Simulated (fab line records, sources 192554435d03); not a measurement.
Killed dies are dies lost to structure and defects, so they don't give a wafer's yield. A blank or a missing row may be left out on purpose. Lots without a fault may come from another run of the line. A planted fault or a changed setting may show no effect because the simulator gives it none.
A struck lot beside a sound one | flow n5_finfet | 15 steps out of a route of 1938
Sound: wafers L126.2, L126.5, L126.6. Struck: wafers L142.1, L142.4. The cause comes at the end.
At each step with rows: each side's tool, then ch and its chambers, then its first start. Under that, the readings that differ: sound wafers | struck wafers | difference of the means | sigmas: that difference in standard deviations of wafers without a fault.
alike: readings whose means differ by less than 2 such deviations, and words and numbers that are the same on both sides. not compared: withheld readings, readings that some wafer has no value for, bounds like >300 that may hide the same value, and numbers for which the record gives no deviation and whose values overlap.
The two part at a step that has a row with sigmas, a row that says differs or no value, or rows on one side only. Numbers that don't overlap but have no deviation are shown without sigmas and don't part them. A reading that every wafer of one side lacks parts them only if that side has two wafers or more.

first, 7 steps without rows for these wafers: N5_MIM_BOT_LITHO_COAT_02; N5_MIM_BOT_LITHO_EBR_04; N5_MIM_BOT_LITHO_SOFTBAKE_03 (time 90 s); N5_MIM_BOT_LITHO_EXPOSE_05 (exposes mask MIM BOT); N5_MIM_BOT_LITHO_PEB_06; N5_MIM_BOT_LITHO_DEVELOP_07 (develop time 60 s); N5_MIM_BOT_LITHO_HARDBAKE_09 (time 120 s).
N5_MIM_BOT_LITHO_CD_MEAS_08: target cd 3000 nm.
  sound on cd_sem-02 ch 0, day 11 23:10; struck on cd_sem-02 ch 0, day 16 01:28
  alike: cd_nm
N5_MIM_BOT_LITHO_OVL_MEAS_11:
  sound on overlay-01 ch 0, day 11 23:12; struck on overlay-02 ch 0, day 16 01:30
  alike: MIM_BOT_OVL
N5_MIM_BOT_LITHO_INSPECT_12: inspects for defects (macro).
  sound on defect_inspect-01, day 11 23:14; struck on defect_inspect-02, day 16 01:31
  alike: raw_defect_count
N5_MIM_BOT_LITHO_DESCUM_10: chemistry O2, time 7.9 s.
  sound on rie_diel-06 ch 0,3, day 11 23:16; struck on rie_diel-01 ch 0,2, day 16 01:34
  alike: drypump_motor_current_A, oes_product_au, rf_vpp_V, showerhead_plenum_p_Torr, throttle_valve_pct
  not compared: rf_hours_counter_h
N5_MIM_BOT_ETCH_ETCH_04: etches SiNx in CF4/O2, target depth 26 nm, time 13 s.
  sound on rie_diel-06 ch 0,3, day 11 23:20; struck on rie_diel-01 ch 0,2, day 16 01:37
  alike: drypump_motor_current_A, mfc_ar_sccm, oes_ar_750_au, oes_product_au, rf_vpp_V, showerhead_plenum_p_Torr, throttle_valve_pct
  not compared: rf_hours_counter_h
N5_MIM_BOT_ETCH_ETCH_03: etches the open film in Cl2/BCl3, target depth 12 nm.
  sound on rie_metal-01 ch 0,1, day 11 23:25; struck on rie_metal-01 ch 0,1, day 16 01:43
  reading                              | sound             | struck      | difference | sigmas
  oes_product_au (a.u.)                | 0.97 0.76 0.97    | 0.74 0.60   | -0.23      | -2
  model.etch.depth_nm (nm)             | 12.75 12.53 12.73 | 8.836 8.857 | -3.824     |
  model.MIM_BOT_ETCH.cd_offset_nm (nm) | -1 0 -1.2         | 0.8 1.8     | +2.0       |
  alike: drypump_motor_current_A, throttle_valve_pct
  not compared: rf_hours_counter_h
N5_MIM_BOT_ETCH_ETCH_00: etches TiN in Cl2/BCl3, target depth 45.5 nm.
  sound on rie_metal-01 ch 0,1, day 11 23:30; struck on rie_metal-01 ch 0,1, day 16 01:48
  reading                              | sound        | struck | difference | sigmas
  model.MIM_BOT_ETCH.cd_offset_nm (nm) | -1 -0.2 -1.2 | 1 2    | +2         |
  alike: drypump_motor_current_A, mfc_ar_sccm, oes_ar_750_au, oes_product_au, throttle_valve_pct
  not compared: rf_hours_counter_h
N5_MIM_BOT_ETCH_STRIP_01: strips in O2.
  sound on rie_diel-04 ch 2,3, day 11 23:39; struck on rie_diel-01 ch 0,3, day 16 01:56
  alike: drypump_motor_current_A, oes_product_au, rf_vpp_V, showerhead_plenum_p_Torr, throttle_valve_pct
  not compared: rf_hours_counter_h

WHERE THEY PART
Only at N5_MIM_BOT_ETCH_ETCH_03, within this record. Later steps at which nothing parts them and some readings are alike: N5_MIM_BOT_ETCH_ETCH_00, N5_MIM_BOT_ETCH_STRIP_01.

WHY: what the simulator had put in
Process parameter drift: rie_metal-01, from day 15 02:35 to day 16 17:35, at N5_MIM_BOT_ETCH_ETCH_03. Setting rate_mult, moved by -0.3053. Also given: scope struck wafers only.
